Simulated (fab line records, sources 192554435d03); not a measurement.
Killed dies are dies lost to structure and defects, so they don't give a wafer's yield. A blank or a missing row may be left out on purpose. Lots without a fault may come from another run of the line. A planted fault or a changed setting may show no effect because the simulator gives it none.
fab line records | flow n5_finfet
record lots=5 wafers=15 last_day=18
route steps=1938 shown PASSIVATION@1930 END@1938
lots that met no fault: from a run of the same line without faults
start_h: hours from the record's first day to the start of the lot's first wafer shown | wait_h: hours since the lot's step before | " the same as in the row above | L1.1+2: a row that stands for several wafers | - no value, or no start given | * or withheld: withheld | < > ~ a bound
route shown NAME@n: a module of which the file shows steps, and the number in the route of the first | usual: mean/standard deviation of fault-free wafers | same: alike in all rows | chamber/n: place in a boat | sites: the reading at each site | _std_site: their standard deviation | _edge_site: outer sites' mean less inner sites' | radius_mm: how far each site lies from the wafer's centre | mask NAME#n: copy n | behind: the tool/chamber that last shaped the wafer | hold: why the lot was held/for how many hours/how that ended | device: the transistor (n, p or np) that didn't switch | end of line: the same wafers' tests at the end of the route | a step without rows: its recipe alone | killed: dies lost to structure and defects at the first sort, not the wafer's yield | map: a wafer's dies, x killed, . not, _ none there
set.NAME: the setting as run; set.NAME@STEP: as run at that earlier step | model.NAME: the simulator's own value behind a step, which no gauge read
lots at some steps of the route; a table a step, a row a wafer
services: from which hour (start_h, from the record's first day; less than 0 if before it) a tool's chamber was out of use, for how many hours, and why
## steps
# step N5_PASSIVATION_ETCH_54
# recipe chemistry=CHF3/O2 target=SiO2 target_depth_a=8800 CHF3_flow_sccm=50 O2_flow_sccm=5 Ar_flow_sccm=200 time_s=440 mask_material=PR pressure_mtorr=30 source_w=650 bias_w=170 ion_energy_ev=200
# usual CHF3_flow_sccm=50.01/0.15 drypump_motor_current_A=5.71/0.3 oes_product_au=0.79/0.073 rf_vpp_V=522/8.7 showerhead_plenum_p_Torr=2.41/0.085 throttle_valve_pct=18.90/0.18
# columns lot.wafer tool chamber start_h wait_h CHF3_flow_sccm drypump_motor_current_A oes_product_au rf_hours_counter_h rf_vpp_V showerhead_plenum_p_Torr throttle_valve_pct
L074.2 rie_diel-05 3 291.59 0.1 50.15 5.28 0.86 47 521 2.33 18.96
L074.4 " 0 " " 49.81 5.81 0.72 - 522 2.36 18.72
L074.6 " 3 " " 49.96 5.28 0.87 - 523 2.33 18.97
L085.1 rie_diel-05 3 358.30 0.1 49.73 5.29 0.83 74 522 2.32 19.01
L085.2 " 0 " " 50.09 5.79 0.70 241 521 2.35 18.76
L085.4 " 2 " " 49.85 5.86 0.83 85 523 2.33 19.12
L091.1 rie_diel-03 1 376.47 0.1 50.20 5.38 0.88 34 538 2.57 18.92
L091.3 " 2 " " 49.86 5.75 0.69 245 508 2.29 18.94
L091.5 " 3 " " 50.17 5.65 0.76 - 512 2.43 18.83
L095.2 rie_diel-01 3 404.45 0.1 50.01 5.14 0.83 70 516 2.53 18.62
L095.3 " 2 " " 50.13 6.18 0.83 93 530 2.46 19.03
L095.4 " 1 " " 50.14 5.91 0.73 188 536 2.50 18.84
L096.4 rie_diel-01 2 433.61 0.1 50.08 6.18 0.82 104 531 2.46 19.04
L096.5 " 3 " " 49.95 5.14 0.82 - 516 2.53 18.63
L096.6 " 2 " " 50.04 6.19 0.82 - 531 2.46 19.05
# step N5_PASSIVATION_STRIP_48
# recipe chemistry=O2 power_w=600 temp_c=60 pressure_mtorr=30 rf_frequency_hz=6e+07 bias_power_w=0 overash_fraction=0.5 o2_flow_sccm=225
# usual drypump_motor_current_A=5.7/0.3 oes_product_au=0.80/0.075 rf_vpp_V=3.4/2.2 showerhead_plenum_p_Torr=2.09/0.078 temp_c=60.00/0.13 throttle_valve_pct=16.72/0.18
# columns lot.wafer tool chamber start_h wait_h drypump_motor_current_A oes_product_au rf_hours_counter_h rf_vpp_V showerhead_plenum_p_Torr temp_c throttle_valve_pct
L074.2 rie_diel-05 3 291.88 0.1 5.3 0.88 47 4.6 2.02 59.97 16.73
L074.4 " 0 " " 5.8 0.75 - 0 2.05 60.12 16.71
L074.6 " 3 " " 5.3 0.89 - 2.0 2.02 60.18 16.79
L085.1 rie_diel-05 3 358.59 0.1 5.3 0.80 74 0.3 2.01 59.94 16.96
L085.2 " 0 " " 5.8 0.71 241 1.8 2.04 59.72 16.65
L085.4 " 2 " " 5.8 0.84 85 2.2 2.02 60.02 16.86
L091.1 rie_diel-03 1 376.76 0.1 5.3 0.89 34 5.1 2.22 59.85 16.57
L091.3 " 2 " " 5.8 0.68 245 5.1 1.98 59.98 16.74
L091.5 " 3 " " 5.6 0.75 - 4.5 2.10 59.83 16.68
L095.2 rie_diel-01 3 404.74 0.1 5.2 0.85 70 5.8 2.21 59.89 16.50
L095.3 " 2 " " 6.1 0.85 94 3.2 2.10 59.97 16.61
L095.4 " 1 " " 5.9 0.72 189 5.7 2.20 60.11 16.86
L096.4 rie_diel-01 2 433.90 0.1 6.2 0.83 104 2.5 2.10 60.02 16.80
L096.5 " 3 " " 5.1 0.82 - 1.7 2.20 59.93 16.53
L096.6 " 2 " " 6.2 0.85 - 5.1 2.09 60.07 16.69
# step N5_PASSIVATION_STRIP_52
# recipe chemistry=post_etch_residue_remover time_s=1200 temp_c=72.5
# usual temp_c=72.51/0.11
# columns lot.wafer tool chamber start_h wait_h temp_c
L074.2 wet_bench-05 6 291.95 - 72.62
L074.4 " 7 " " 72.38
L074.6 " 4 " " 72.47
L085.1 wet_bench-05 2 358.66 - 72.51
L085.2 " 6 " " 72.23
L085.4 " 1 " " 72.46
L091.1 wet_bench-05 6 376.83 - 72.32
L091.3 " 0 " " 72.58
L091.5 " 7 " " 72.47
L095.2 wet_bench-03 4 404.81 - 72.58
L095.3 " 0 " " 72.61
L095.4 " 7 " " 72.44
L096.4 wet_bench-05 3 433.97 - 72.58
L096.5 " 1 " " 72.47
L096.6 " 0 " " 72.35
# step N5_PASSIVATION_CLEAN_71
# recipe chemistry=IPA time_s=180 temp_c=25
# usual temp_c=24.99/0.11
# columns lot.wafer tool chamber start_h wait_h temp_c
L074.2 wet_bench-05 6 292.31 0.0 25.10
L074.4 " 7 " " 24.99
L074.6 " 4 " " 25.04
L085.1 wet_bench-05 2 358.99 0.0 24.81
L085.2 " 6 " " 24.97
L085.4 " 1 " " 25.12
L091.1 wet_bench-05 6 377.16 0.0 25.03
L091.3 " 0 " " 25.19
L091.5 " 7 " " 24.99
L095.2 wet_bench-03 4 405.14 0.0 25.15
L095.3 " 0 " " 24.97
L095.4 " 7 " " 24.99
L096.4 wet_bench-05 3 434.30 0.0 25.04
L096.5 " 1 " " 24.98
L096.6 " 0 " " 25.07
# step N5_PASSIVATION_SRD_72
# recipe dry=ipa_marangoni time_s=30 temp_c=23 rinse_liquid=diw
# usual temp_c=23.00/0.11
# columns lot.wafer tool chamber start_h wait_h temp_c
L074.2 wet_bench-05 6 292.37 0.0 22.93
L074.4 " 7 " " 22.92
L074.6 " 4 " " 22.91
L085.1 wet_bench-05 2 359.04 0.0 22.98
L085.2 " 6 " " 23.06
L085.4 " 1 " " 23.05
L091.1 wet_bench-05 6 377.21 0.0 22.90
L091.3 " 0 " " 22.92
L091.5 " 7 " " 23.07
L095.2 wet_bench-03 4 405.19 0.0 23.05
L095.3 " 0 " " 23.01
L095.4 " 7 " " 23.06
L096.4 wet_bench-05 3 434.35 0.0 22.93
L096.5 " 1 " " 22.87
L096.6 " 0 " " 22.99
# step N5_PASSIVATION_ANNEAL_56
# recipe temp_c=400 time_s=1800 ambient=FGA idle_temp_c=300 ramp_up_c_per_min=5 ramp_down_c_per_min=3
# usual tube_center_temp_C=400/0.034
# columns lot.wafer tool chamber start_h wait_h tube_center_temp_C
L074.2 furnace-03 0 292.41 0.0 400.01
L074.4 " 0 " " 399.97
L074.6 " 0 " " 399.97
L085.1 furnace-03 0 359.08 0.0 399.99
L085.2 " 0 " " 399.95
L085.4 " 0 " " 399.97
L091.1 furnace-01 0 377.25 0.0 400.03
L091.3 " 0 " " 400.04
L091.5 " 0 " " 400.05
L095.2 furnace-03 0 405.24 0.0 400.01
L095.3 " 0 " " 400.05
L095.4 " 0 " " 400.02
L096.4 furnace-02 0 434.39 0.0 399.94
L096.5 " 0 " " 400.05
L096.6 " 0 " " 399.97
# step N5_PASSIVATION_INSPECT_57
# recipe inspect_instrument=macro mode=outgoing
# usual raw_defect_count=2.2/1.4
# columns lot.wafer tool chamber start_h wait_h raw_defect_count
L074.2 defect_inspect-01 - 294.76 0.0 3
L074.4 " - " " 3
L074.6 " - " " 3
L085.1 defect_inspect-01 - 361.44 0.0 1
L085.2 " - " " 1
L085.4 " - " " 2
L091.1 defect_inspect-01 - 379.97 0.0 0
L091.3 " - " " 2
L091.5 " - " " 2
L095.2 defect_inspect-02 - 407.58 0.0 3
L095.3 " - " " 1
L095.4 " - " " 0
L096.4 defect_inspect-02 - 436.76 0.0 1
L096.5 " - " " 3
L096.6 " - " " 2
## services
# columns tool chamber start_h hours kind
rie_diel-03 1 276.68 - clean
rie_diel-03 1 276.68 - consumable_replace:focus_ring
rie_diel-05 2 279.25 2.4 repair
rie_diel-05 0 287.52 1.8 repair
rie_diel-01 3 288.67 23.6 repair
rie_diel-05 1 290.79 6.3 repair
rie_diel-03 0 293.22 10.1 repair
furnace-03 - 315.29 1.1 repair
rie_diel-01 0 317.16 9.8 repair
rie_diel-05 1 317.84 8.7 repair
wet_bench-05 - 332.96 3.9 repair
rie_diel-03 0 336.21 4.9 repair
rie_diel-01 - 349.21 14.6 pm
rie_diel-03 3 359.58 7.1 repair
wet_bench-05 - 360.50 1.9 pm
rie_diel-01 0 372.32 7.8 repair
furnace-02 - 375.18 20.8 repair
rie_diel-05 0 376.89 - clean
rie_diel-05 0 376.89 - consumable_replace:focus_ring
rie_diel-05 0 376.89 17.5 scheduled_down
rie_diel-05 0 376.89 17.5 vent_cycle
rie_diel-03 0 390.45 5.0 repair
rie_diel-01 - 394.50 2.8 pm
rie_diel-03 - 396.96 2.8 pm
## key
fault none
